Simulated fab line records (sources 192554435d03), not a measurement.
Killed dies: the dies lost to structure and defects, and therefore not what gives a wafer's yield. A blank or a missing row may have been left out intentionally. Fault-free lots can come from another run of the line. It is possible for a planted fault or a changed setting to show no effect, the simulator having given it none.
fab line records	flow n5_finfet
record lots=7	wafers=39
route steps=1938 shown ZERO_LAYER@14 FIN_SAQP@102 SD_EPI_P@310 HKMG_FIN@429 BEOL_M0_SAQP@633 BEOL_M2@902 BEOL_M4@1090 BEOL_M6@1236 BEOL_M9@1417 BEOL_M10@1527 BEOL_M12@1656 BEOL_M15@1809 TV_LITHO@1886 PASSIVATION@1936
start_h: start of the lot's first displayed wafer, in hours after the record's first day	wait_h: time in hours since the lot's previous step	" repeats the value in the row above	L1.1+2: a row that stands for several wafers	- either no value or no given start	* or withheld: withheld	< > ~ a bound
route shown NAME@n: NAME is a module with steps in the file, n the number in the route of the first one	usual: average and standard deviation across the fault-free wafers	same: alike in all rows	chamber/n: place in a boat	sites: per-site readings	_std_site: standard deviation across them	_edge_site: inner sites' mean taken away from outer sites' mean	radius_mm: for every site, how far away it sits from the centre of the wafer	mask NAME#n: copy n	behind: the tool/chamber that last shaped the wafer	hold: cause of the lot's hold/its duration in hours/its outcome	device: transistor that didn't switch, given as n, p or np	end of line: the same wafers' tests at the end of the route	where a step has no rows: the recipe by itself	killed: count of dies lost to structure and defects at first sort (not the wafer's yield)	map: shows each die of a wafer: x if killed, . if not, _ if none is there
set.NAME: setting as actually run; set.NAME@STEP: the setting as run at that earlier step	model.NAME: the simulator's own value behind a step, which no gauge read
lots with deliberately changed settings; one table per step, one row per wafer
## steps
# step N5_ZERO_LAYER_DESCUM_16
# recipe chemistry=O2	time_s=7.9	source_power_w=50	bias_power_w=20	pressure_mtorr=20	rf_frequency_hz=2.712e+07	temp_c=40	o2_flow_sccm=225
# step N5_FIN_SAQP_HM_DEP_72
# recipe material=SiO2	target_thk_a=120	temp_c=400	precursor=SiH4/N2O	pressure_torr=0.75	rf_w=275	time_s=7.2
# step N5_SD_EPI_P_ETCHBACK_46
# recipe chemistry=CH3F/O2	mode=anisotropic_etchback	target=SiNx	target_depth_a=175	stop_on=SiO2	over_etch_frac=0.3	ion_energy_ev=120	pressure_mtorr=30	source_w=395	bias_w=73	Ar_flow_sccm=150	CH3F_flow_sccm=30	O2_flow_sccm=20
# step N5_HKMG_FIN_DEVELOP_11
# recipe develop_time_s=30	developer=TMAH	resist=CAR-ArF	dev_temp_c=23	rinse_liquid=diw	dry=air_spin
# step N5_BEOL_M0_SAQP_ILD_DEP_01
# recipe material=SiOC	target_thk_a=454.19	temp_c=350	precursor=DEMS/O2	pressure_torr=5	rf_w=500	time_s=8.7
# step N5_BEOL_M2_SURFACE_TREAT_85
# recipe gas=Ar	time_s=*	ion_energy_ev=*	ion_current_ma_cm2=0.5	pressure_mtorr=*	ar_flow_sccm=30
# step N5_BEOL_M4_SPUTTER_86
# recipe material=Cu	target_thk_a=45	temp_c=-20	chamber_pressure_pa=0.07	power_w=withheld	time_s=8.29
# step N5_BEOL_M6_VIA_ETCH_34
# recipe chemistry=C4F6/O2	target=SiCOH_lowk	target_depth_a=1263	mask_material=SOC	taper_deg=4	time_s=50.9	ion_energy_ev=250	pressure_mtorr=30	source_w=345	bias_w=185	Ar_flow_sccm=300	C4F6_flow_sccm=10	O2_flow_sccm=10
# step N5_BEOL_M9_DESCUM_16
# recipe chemistry=O2	time_s=7.9	source_power_w=50	bias_power_w=20	pressure_mtorr=20	rf_frequency_hz=2.712e+07	temp_c=40	resist=CAR-ArF	o2_flow_sccm=225
# step N5_BEOL_M10_SPUTTER_48
# recipe material=Cu	target_thk_a=120	temp_c=-20	bias_v=60	power_w=26000	chamber_pressure_pa=0.13	time_s=2
# step N5_BEOL_M12_DEP_53
# recipe material=SiCN	target_thk_a=300	temp_c=withheld	precursor=3MS/NH3	pressure_torr=3	rf_w=675	time_s=10.5
# step N5_BEOL_M15_TRENCH_ETCH_34
# recipe chemistry=C4F8/O2/Ar	target=SiO2	target_depth_a=8729.3	he_inner_torr=15	he_outer_torr=30	time_s=199	ion_energy_ev=800	pressure_mtorr=20	source_w=1905	bias_w=2040	Ar_flow_sccm=400	C4F8_flow_sccm=16	O2_flow_sccm=12
# step N5_PASSIVATION_DESCUM_12
# step N5_PASSIVATION_PROBE_49
# usual defect_limited_yield=90.9/1.6	killed_at_front_end=39/11	killed_dies=107/19	killed_on_rim=14/4.3
lot.wafer	tool	chamber	start_h	wait_h	set.time_s@ZERO_LAYER_DESCUM_16	set.time_s@FIN_SAQP_HM_DEP_72	set.target_depth_a@SD_EPI_P_ETCHBACK_46	set.develop_time_s@HKMG_FIN_DEVELOP_11	set.time_s@BEOL_M0_SAQP_ILD_DEP_01	set.time_s@BEOL_M2_SURFACE_TREAT_85	set.target_thk_a@BEOL_M4_SPUTTER_86	set.target_depth_a@BEOL_M6_VIA_ETCH_34	set.time_s@BEOL_M9_DESCUM_16	set.target_thk_a@BEOL_M10_SPUTTER_48	set.time_s@BEOL_M12_DEP_53	set.time_s@BEOL_M15_TRENCH_ETCH_34	set.time_s@PASSIVATION_DESCUM_12	defect_limited_yield[%]	killed_at_front_end	killed_dies	killed_on_rim
L078.1	prober-01	-	376.86	0.0	7.9	7.2	175	19.97	4.595	*	45	834.6	10.35	140.3	10.5	137.6	9.458	0	32	1180	152
L078.2	prober-01	-	376.91	0.1	7.9	7.2	175	30	8.7	*	21.77	1263	10.35	140.3	10.5	199	7.9	92.4	33	90	14
L078.3	prober-01	-	376.96	0.1	7.9	7.2	175	30	8.7	*	45	834.6	7.9	140.3	10.5	199	7.9	0	47	1180	152
L078.4	prober-01	-	377.01	0.2	5.413	7.2	175	19.97	4.595	*	21.77	1263	10.35	120	10.5	137.6	9.458	90.2	51	116	24
L078.5	prober-01	-	377.06	0.2	5.413	7.2	175	30	4.595	*	45	1263	7.9	120	10.5	137.6	7.9	89.7	40	121	12
L078.6	prober-01	-	377.11	0.3	5.413	7.2	175	19.97	8.7	*	21.77	834.6	7.9	120	10.5	199	9.458	0	35	1180	152
L082.1	prober-01	-	406.22	0.0	10.48	7.2	175	30	8.7	*	45	1846	4.505	120	10.5	199	6.465	90.1	56	117	12
L082.2	prober-01	-	406.27	0.1	10.48	3.913	175	30	10.15	*	67.86	1846	4.505	120	7.895	199	6.465	91.1	46	105	14
L082.3	prober-01	-	406.32	0.1	10.48	7.2	203.8	47.88	8.7	*	67.86	1846	7.9	120	10.5	199	7.9	90.4	37	113	14
L082.4	prober-01	-	406.37	0.2	7.9	3.913	203.8	47.88	10.15	*	67.86	1263	4.505	120	10.5	199	7.9	88.5	55	136	16
L082.5	prober-01	-	406.42	0.2	7.9	3.913	175	47.88	8.7	*	45	1263	7.9	120	7.895	199	6.465	88.7	49	133	16
L082.6	prober-01	-	406.47	0.3	7.9	7.2	203.8	30	10.15	*	45	1263	7.9	120	7.895	199	7.9	90.3	43	114	11
L083.1	prober-02	-	434.91	0.0	7.9	2.979	89.12	46	6.139	*	37.15	1618	7.9	120	4.648	199	7.9	0	1110	1180	152
L083.2	prober-02	-	434.96	0.1	7.9	7.2	175	30	8.7	*	45	1618	7.9	120	4.648	199	7.9	90.5	44	112	22
L083.3	prober-02	-	435.01	0.1	7.9	2.979	175	30	8.7	*	37.15	1263	7.9	120	10.5	199	7.9	92.5	28	88	10
L083.4	prober-02	-	435.06	0.2	7.9	7.2	89.12	46	8.7	*	45	1263	7.9	120	4.648	310.4	7.9	0	1113	1180	152
L083.5	prober-02	-	435.11	0.2	7.9	2.979	175	46	6.139	*	45	1263	7.9	120	10.5	310.4	7.9	92.3	32	91	9
L083.6	prober-02	-	435.16	0.3	7.9	7.2	89.12	30	6.139	*	37.15	1618	7.9	120	10.5	310.4	7.9	0	1126	1180	152
L084.1	prober-01	-	435.53	0.0	4.507	7.2	78	30	8.7	*	31.31	725.6	7.9	120	10.5	295.7	7.9	0	1091	1180	152
L084.2	prober-01	-	435.58	0.1	7.9	11.3	78	30	8.7	*	45	725.6	7.9	120	4.646	199	7.9	0	1096	1180	152
L084.3	prober-01	-	435.63	0.1	7.9	7.2	175	35.68	8.7	*	31.31	1263	12.34	120	10.5	199	7.9	90.1	35	117	12
L084.4	prober-01	-	435.68	0.2	4.507	11.3	175	35.68	8.7	*	45	1263	12.34	120	10.5	199	7.9	91.1	41	105	22
L084.5	prober-01	-	435.73	0.2	7.9	7.2	175	30	8.7	*	45	1263	7.9	120	4.646	295.7	7.9	90.8	45	109	12
L084.6	prober-01	-	435.78	0.3	4.507	11.3	78	35.68	8.7	*	31.31	725.6	12.34	120	4.646	295.7	7.9	0	1103	1180	152
L087.1	prober-01	-	467.93	0.0	7.9	7.2	175	30	8.7	*	57.93	866.7	7.9	70.6	4.514	199	7.9	1.3	31	1165	143
L087.2	prober-01	-	467.98	0.1	9.412	7.2	175	30	8.7	*	57.93	866.7	9.787	120	4.514	269.2	7.9	1.6	28	1161	135
L087.3	prober-01	-	468.03	0.1	9.412	7.2	234.9	25.01	8.7	*	57.93	1263	9.787	70.6	10.5	269.2	7.9	88.0	21	142	23
L087.4	prober-01	-	468.08	0.2	7.9	9.854	234.9	30	8.7	*	45	1263	7.9	120	10.5	199	7.9	91.9	24	96	16
L087.5	prober-01	-	468.13	0.2	9.412	9.854	234.9	25.01	8.7	*	45	1263	7.9	70.6	4.514	269.2	7.9	84.5	24	183	32
L087.6	prober-01	-	468.18	0.3	7.9	9.854	175	25.01	8.7	*	45	866.7	9.787	120	10.5	199	7.9	0.6	25	1173	147
L094.1	prober-01	-	496.17	0.0	7.9	7.2	175	30	8.7	*	45	1263	7.9	120	10.5	199	7.9	90.3	51	115	12
L094.2	prober-01	-	496.22	0.1	7.9	7.2	175	30	8.7	*	45	1263	7.9	120	10.5	199	7.9	92.7	34	86	15
L094.3	prober-01	-	496.27	0.1	7.9	7.2	175	30	8.7	*	45	1263	7.9	120	10.5	199	7.9	90.5	52	112	9
L097.1	prober-02	-	506.77	0.5	7.9	7.2	175	30	8.7	*	45	984.2	6.147	65.97	10.5	199	7.9	33.4	45	786	60
L097.2	prober-02	-	506.82	0.5	7.9	7.2	94.04	30	8.7	*	68.63	1263	6.147	120	10.5	265.2	9.367	0	1088	1180	152
L097.3	prober-02	-	506.87	0.6	3.962	7.2	94.04	30	8.7	*	45	1263	7.9	120	10.5	199	9.367	0	1104	1180	152
L097.4	prober-02	-	506.92	0.6	7.9	7.2	175	30	8.7	*	68.63	1263	7.9	65.97	10.5	199	7.9	83.3	48	197	33
L097.5	prober-02	-	506.97	0.7	3.962	7.2	94.04	30	8.7	*	45	984.2	6.147	65.97	10.5	265.2	9.367	0	1044	1180	152
L097.6	prober-02	-	507.02	0.7	3.962	7.2	175	30	8.7	*	68.63	984.2	7.9	120	10.5	265.2	7.9	86.5	29	159	58
# killed by level:class
L078.1 BEOL_M6:area_etch=1080 MOL_CONTACT_COAG:geometric_particle:open=18 BEOL_M1:geometric_particle:open=11 GATE_CUT:geometric_particle:short=7 GATE_CUT:geometric_particle:open=6 MOL_CONTACT_COAG:geometric_particle:short=6 FIN_SAQP:geometric_particle:short=5 DUMMY_GATE:geometric_particle:open=5
L078.2 MOL_CONTACT_COAG:geometric_particle:open=22 FIN_SAQP:geometric_particle:open=9 GATE_CUT:geometric_particle:short=7 BEOL_M1:geometric_particle:open=7 STI_FIN_REVEAL:geometric_particle:open=6 MOL_CONTACT_COAG:geometric_particle:short=5 BEOL_M0_SAQP:geometric_particle:short=4 FIN_SAQP:geometric_particle:short=3
L078.3 BEOL_M6:area_etch=1062 MOL_CONTACT_COAG:geometric_particle:open=18 BEOL_M1:geometric_particle:open=11 FIN_SAQP:geometric_particle:short=9 FIN_SAQP:geometric_particle:open=9 STI_FIN_REVEAL:geometric_particle:open=8 BEOL_M0_SAQP:geometric_particle:short=8 GATE_CUT:geometric_particle:short=6
L078.4 BEOL_M4:geometric_particle:open=11 MOL_CONTACT_COAG:geometric_particle:open=10 FIN_SAQP:geometric_particle:open=9 GATE_CUT:geometric_particle:short=9 FIN_SAQP:geometric_particle:short=7 STARTING-WAFER:geometric_particle:open=7 DUMMY_GATE:geometric_particle:open=5 STI_FIN_REVEAL:geometric_particle:open=5
L078.5 MOL_CONTACT_COAG:geometric_particle:open=19 BEOL_M3:geometric_particle:open=13 FIN_SAQP:geometric_particle:short=12 BEOL_M1:geometric_particle:open=10 BEOL_M0_SAQP:geometric_particle:open=7 FIN_SAQP:geometric_particle:open=6 BEOL_M2:geometric_particle:open=4 GATE_CUT:geometric_particle:short=4
L078.6 BEOL_M6:area_etch=1081 MOL_CONTACT_COAG:geometric_particle:open=13 BEOL_M0_SAQP:geometric_particle:short=9 FIN_SAQP:geometric_particle:short=6 STI_FIN_REVEAL:geometric_particle:open=5 GATE_CUT:geometric_particle:short=5 BEOL_M0_SAQP:geometric_particle:open=5 BEOL_M1:geometric_particle:open=5
L082.1 STI_FIN_REVEAL:geometric_particle:open=17 FIN_SAQP:geometric_particle:open=11 BEOL_M1:geometric_particle:open=10 BEOL_M3:geometric_particle:open=9 MOL_CONTACT_COAG:geometric_particle:open=8 BEOL_M2:geometric_particle:open=6 FIN_SAQP:geometric_particle:short=5 GATE_CUT:geometric_particle:short=5
L082.2 FIN_SAQP:geometric_particle:open=14 BEOL_M3:geometric_particle:open=9 MOL_CONTACT_COAG:geometric_particle:open=8 GATE_CUT:geometric_particle:short=6 BEOL_M0_SAQP:geometric_particle:open=6 STARTING-WAFER:geometric_particle:short=6 BEOL_M1:geometric_particle:open=5 BEOL_M4:geometric_particle:open=5
L082.3 BEOL_M2:geometric_particle:open=15 FIN_SAQP:geometric_particle:open=13 MOL_CONTACT_COAG:geometric_particle:open=11 STI_FIN_REVEAL:geometric_particle:open=8 BEOL_M1:geometric_particle:open=8 FIN_SAQP:geometric_particle:short=6 BEOL_M0_SAQP:geometric_particle:open=5 BEOL_M3:geometric_particle:open=5
L082.4 STI_FIN_REVEAL:geometric_particle:open=25 FIN_SAQP:geometric_particle:open=15 MOL_CONTACT_COAG:geometric_particle:open=12 BEOL_M0_SAQP:geometric_particle:open=8 BEOL_M0_SAQP:geometric_particle:short=8 BEOL_M2:geometric_particle:open=6 BEOL_M0:geometric_particle:open=5 BEOL_M3:geometric_particle:open=5
L082.5 STI_FIN_REVEAL:geometric_particle:open=16 FIN_SAQP:geometric_particle:open=15 BEOL_M3:geometric_particle:open=14 BEOL_M0_SAQP:geometric_particle:open=9 MOL_CONTACT_COAG:geometric_particle:open=8 BEOL_M0_SAQP:geometric_particle:short=6 BEOL_M0:geometric_particle:open=6 BEOL_M4:geometric_particle:open=6
L082.6 MOL_CONTACT_COAG:geometric_particle:open=21 STI_FIN_REVEAL:geometric_particle:open=12 BEOL_M2:geometric_particle:open=10 FIN_SAQP:geometric_particle:open=9 BEOL_M1:geometric_particle:open=9 DUMMY_GATE:geometric_particle:open=4 GATE_CUT:geometric_particle:short=4 MOL_CONTACT_COAG:geometric_particle:short=4
L083.1 SD_EPI_P:area_etchback=1061 BEOL_M2:geometric_particle:open=14 STI_FIN_REVEAL:geometric_particle:open=13 MOL_CONTACT_COAG:geometric_particle:open=11 FIN_SAQP:geometric_particle:short=9 FIN_SAQP:geometric_particle:open=8 BEOL_M3:geometric_particle:open=7 MOL_CONTACT_COAG:geometric_particle:short=4
L083.2 MOL_CONTACT_COAG:geometric_particle:open=16 DUMMY_GATE:geometric_particle:open=9 BEOL_M0_SAQP:geometric_particle:open=9 FIN_SAQP:geometric_particle:open=8 BEOL_M0_SAQP:geometric_particle:short=8 FIN_SAQP:geometric_particle:short=7 STI_FIN_REVEAL:geometric_particle:open=7 BEOL_M2:geometric_particle:open=7
L083.3 MOL_CONTACT_COAG:geometric_particle:open=9 BEOL_M0_SAQP:geometric_particle:open=9 GATE_CUT:geometric_particle:short=7 BEOL_M2:geometric_particle:open=6 BEOL_M4:geometric_particle:open=6 GATE_CUT:geometric_particle:open=5 BEOL_M0_SAQP:geometric_particle:short=5 FIN_SAQP:geometric_particle:open=4
L083.4 SD_EPI_P:area_etchback=1093 BEOL_M4:geometric_particle:open=14 MOL_CONTACT_COAG:geometric_particle:open=10 MOL_CONTACT_COAG:geometric_particle:short=9 BEOL_M1:geometric_particle:open=6 BEOL_M2:geometric_particle:open=6 STI_FIN_REVEAL:geometric_particle:open=5 BEOL_M0_SAQP:geometric_particle:open=5
L083.5 MOL_CONTACT_COAG:geometric_particle:open=12 FIN_SAQP:geometric_particle:short=8 BEOL_M3:geometric_particle:open=8 BEOL_M2:geometric_particle:open=6 BEOL_M4:geometric_particle:open=5 FIN_SAQP:geometric_particle:open=4 STI_FIN_REVEAL:geometric_particle:open=4 BEOL_M0_SAQP:geometric_particle:open=4
L083.6 SD_EPI_P:area_etchback=1102 MOL_CONTACT_COAG:geometric_particle:open=7 BEOL_M4:geometric_particle:open=7 FIN_SAQP:geometric_particle:short=6 GATE_CUT:geometric_particle:short=6 BEOL_M2:geometric_particle:open=6 BEOL_M3:geometric_particle:open=5 BEOL_M2:geometric_particle:short=4
L084.1 SD_EPI_P:area_etchback=1048 MOL_CONTACT_COAG:geometric_particle:open=14 BEOL_M2:geometric_particle:open=14 FIN_SAQP:geometric_particle:short=13 BEOL_M3:geometric_particle:open=11 FIN_SAQP:geometric_particle:open=10 BEOL_M0_SAQP:geometric_particle:short=8 BEOL_M0_SAQP:geometric_particle:open=8
L084.2 SD_EPI_P:area_etchback=1035 STI_FIN_REVEAL:geometric_particle:open=20 FIN_SAQP:geometric_particle:short=17 MOL_CONTACT_COAG:geometric_particle:open=13 FIN_SAQP:geometric_particle:open=8 BEOL_M3:geometric_particle:open=8 BEOL_M0_SAQP:geometric_particle:short=7 BEOL_M0_SAQP:geometric_particle:open=6
L084.3 BEOL_M2:geometric_particle:open=15 FIN_SAQP:geometric_particle:short=10 MOL_CONTACT_COAG:geometric_particle:open=9 BEOL_M0_SAQP:geometric_particle:open=9 BEOL_M3:geometric_particle:open=7 FIN_SAQP:geometric_particle:open=6 BEOL_M0_SAQP:geometric_particle:short=6 STI_FIN_REVEAL:geometric_particle:open=5
L084.4 FIN_SAQP:geometric_particle:short=15 MOL_CONTACT_COAG:geometric_particle:open=8 BEOL_M0_SAQP:geometric_particle:open=8 BEOL_M2:geometric_particle:open=8 FIN_SAQP:geometric_particle:open=6 BEOL_M0:geometric_particle:short=5 BEOL_M4:geometric_particle:open=5 BEOL_M5:geometric_particle:open=5
L084.5 STI_FIN_REVEAL:geometric_particle:open=19 BEOL_M2:geometric_particle:open=18 FIN_SAQP:geometric_particle:short=10 MOL_CONTACT_COAG:geometric_particle:open=10 BEOL_M4:geometric_particle:open=9 BEOL_M0_SAQP:geometric_particle:short=5 FIN_SAQP:geometric_particle:open=4 STI_FIN_REVEAL:geometric_particle:short=4
L084.6 SD_EPI_P:area_etchback=1058 STI_FIN_REVEAL:geometric_particle:open=16 BEOL_M3:geometric_particle:open=14 BEOL_M1:geometric_particle:open=13 BEOL_M2:geometric_particle:open=12 BEOL_M0_SAQP:geometric_particle:short=10 FIN_SAQP:geometric_particle:short=8 DUMMY_GATE:geometric_particle:open=6
L087.1 BEOL_M6:area_etch=1032 BEOL_M10:interface_void_opened=49 BEOL_M0_SAQP:geometric_particle:short=9 MOL_CONTACT_COAG:geometric_particle:open=8 BEOL_M0_SAQP:geometric_particle:open=8 FIN_SAQP:geometric_particle:short=7 BEOL_M1:geometric_particle:open=7 FIN_SAQP:geometric_particle:open=5
L087.2 BEOL_M6:area_etch=1041 BEOL_M1:geometric_particle:open=17 MOL_CONTACT_COAG:geometric_particle:open=15 BEOL_M0_SAQP:geometric_particle:short=9 BEOL_M0_SAQP:geometric_particle:open=8 BEOL_M4:geometric_particle:open=7 BEOL_M3:geometric_particle:open=6 BEOL_M1:geometric_particle:short=5
L087.3 BEOL_M10:interface_void_opened=61 MOL_CONTACT_COAG:geometric_particle:open=14 BEOL_M0_SAQP:geometric_particle:open=10 BEOL_M1:geometric_particle:open=8 BEOL_M2:geometric_particle:open=8 STI_FIN_REVEAL:geometric_particle:open=6 BEOL_M0_SAQP:geometric_particle:short=6 MOL_CONTACT_COAG:geometric_particle:short=5
L087.4 BEOL_M0_SAQP:geometric_particle:open=13 BEOL_M0_SAQP:geometric_particle:short=12 MOL_CONTACT_COAG:geometric_particle:open=11 GATE_CUT:geometric_particle:short=6 BEOL_M3:geometric_particle:open=6 STI_FIN_REVEAL:geometric_particle:open=5 MOL_CONTACT_COAG:geometric_particle:short=4 BEOL_M1:geometric_particle:open=4
L087.5 BEOL_M10:interface_void_opened=64 BEOL_M0_SAQP:geometric_particle:open=21 MOL_CONTACT_COAG:geometric_particle:open=19 BEOL_M3:geometric_particle:open=10 BEOL_M1:geometric_particle:open=10 BEOL_M0_SAQP:geometric_particle:short=8 MIM_TOP:geometric_particle:short=7 STI_FIN_REVEAL:geometric_particle:open=6
L087.6 BEOL_M6:area_etch=1091 MOL_CONTACT_COAG:geometric_particle:open=9 BEOL_M0_SAQP:geometric_particle:open=7 STI_FIN_REVEAL:geometric_particle:open=6 BEOL_M1:geometric_particle:open=6 BEOL_M0_SAQP:geometric_particle:short=6 MOL_CONTACT_COAG:geometric_particle:short=5 BEOL_M3:geometric_particle:open=5
L094.1 STI_FIN_REVEAL:geometric_particle:open=11 FIN_SAQP:geometric_particle:short=9 FIN_SAQP:geometric_particle:open=9 BEOL_M2:geometric_particle:short=8 BEOL_M4:geometric_particle:open=8 BEOL_M1:geometric_particle:open=6 BEOL_M2:geometric_particle:open=6 BEOL_M3:geometric_particle:open=6
L094.2 STI_FIN_REVEAL:geometric_particle:open=10 BEOL_M3:geometric_particle:open=9 MOL_CONTACT_COAG:geometric_particle:open=8 BEOL_M4:geometric_particle:short=6 FIN_SAQP:geometric_particle:open=5 BEOL_M0_SAQP:geometric_particle:short=5 STI_FIN_REVEAL:geometric_particle:short=3 DUMMY_GATE:geometric_particle:open=3
L094.3 STI_FIN_REVEAL:geometric_particle:open=16 BEOL_M3:geometric_particle:open=9 STI_FIN_REVEAL:geometric_particle:short=7 MOL_CONTACT_COAG:geometric_particle:open=7 BEOL_M0_SAQP:geometric_particle:short=6 FIN_SAQP:geometric_particle:open=5 GATE_CUT:geometric_particle:short=5 BEOL_M0:geometric_particle:open=5
L097.1 BEOL_M6:area_etch=613 BEOL_M10:interface_void_opened=76 FIN_SAQP:geometric_particle:open=20 FIN_SAQP:geometric_particle:short=10 BEOL_M0_SAQP:geometric_particle:open=8 MOL_CONTACT_COAG:geometric_particle:open=7 BEOL_M0_SAQP:geometric_particle:short=6 BEOL_M2:geometric_particle:open=6
L097.2 SD_EPI_P:area_etchback=1043 BEOL_M0_SAQP:geometric_particle:short=24 FIN_SAQP:geometric_particle:open=18 BEOL_M0_SAQP:geometric_particle:open=15 FIN_SAQP:geometric_particle:short=13 BEOL_M1:geometric_particle:open=8 BEOL_M3:geometric_particle:open=8 BEOL_M4:geometric_particle:open=5
L097.3 SD_EPI_P:area_etchback=1060 BEOL_M0_SAQP:geometric_particle:open=16 BEOL_M2:geometric_particle:open=14 BEOL_M0_SAQP:geometric_particle:short=12 FIN_SAQP:geometric_particle:open=10 STI_FIN_REVEAL:geometric_particle:open=9 FIN_SAQP:geometric_particle:short=8 MOL_CONTACT_COAG:geometric_particle:open=7
L097.4 BEOL_M10:interface_void_opened=64 BEOL_M0_SAQP:geometric_particle:open=23 BEOL_M0_SAQP:geometric_particle:short=14 STI_FIN_REVEAL:geometric_particle:open=12 BEOL_M3:geometric_particle:open=12 FIN_SAQP:geometric_particle:open=10 MOL_CONTACT_COAG:geometric_particle:open=10 FIN_SAQP:geometric_particle:short=9
L097.5 SD_EPI_P:area_etchback=998 BEOL_M10:interface_void_opened=76 FIN_SAQP:geometric_particle:short=16 FIN_SAQP:geometric_particle:open=9 BEOL_M0_SAQP:geometric_particle:open=9 MOL_CONTACT_COAG:geometric_particle:open=8 BEOL_M2:geometric_particle:open=6 BEOL_M3:geometric_particle:open=6
L097.6 BEOL_M6:area_etch=79 BEOL_M1:geometric_particle:open=8 BEOL_M0_SAQP:geometric_particle:short=7 FIN_SAQP:geometric_particle:open=5 BEOL_M0_SAQP:geometric_particle:open=5 BEOL_M3:geometric_particle:open=5 STI_FIN_REVEAL:geometric_particle:open=4 MOL_CONTACT_COAG:geometric_particle:open=4
## key
split step=N5_ZERO_LAYER_DESCUM_16	setting=time_s	stated_as=7.9
response none clear
split step=N5_FIN_SAQP_HM_DEP_72	setting=time_s	stated_as=7.2
response none clear
split step=N5_SD_EPI_P_ETCHBACK_46	setting=target_depth_a	stated_as=175
response step=N5_PASSIVATION_PROBE_49	reading=killed_at_front_end	slope=-16.9	per=1%	together_with=all	explained=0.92
response step=N5_PASSIVATION_PROBE_49	reading=killed_on_rim	slope=-2.37	per=1%	together_with=all	explained=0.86
response step=N5_PASSIVATION_PROBE_49	reading=killed_dies	slope=-19	per=1%	together_with=all	explained=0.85
response step=N5_PASSIVATION_PROBE_49	reading=defect_limited_yield	slope=+1.61	per=1%	together_with=all	explained=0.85
split step=N5_HKMG_FIN_DEVELOP_11	setting=develop_time_s	stated_as=30
response none clear
split step=N5_BEOL_M0_SAQP_ILD_DEP_01	setting=time_s	stated_as=8.7
response none clear
split step=N5_BEOL_M2_SURFACE_TREAT_85	setting=time_s	stated_as=*
response none clear
split step=N5_BEOL_M4_SPUTTER_86	setting=target_thk_a	stated_as=45
response none clear
split step=N5_BEOL_M6_VIA_ETCH_34	setting=target_depth_a	stated_as=1263
response none clear
split step=N5_BEOL_M9_DESCUM_16	setting=time_s	stated_as=7.9
response none clear
split step=N5_BEOL_M10_SPUTTER_48	setting=target_thk_a	stated_as=120
response none clear
split step=N5_BEOL_M12_DEP_53	setting=time_s	stated_as=10.5
response none clear
split step=N5_BEOL_M15_TRENCH_ETCH_34	setting=time_s	stated_as=199
response none clear
split step=N5_PASSIVATION_DESCUM_12	setting=time_s	stated_as=7.9
response none clear
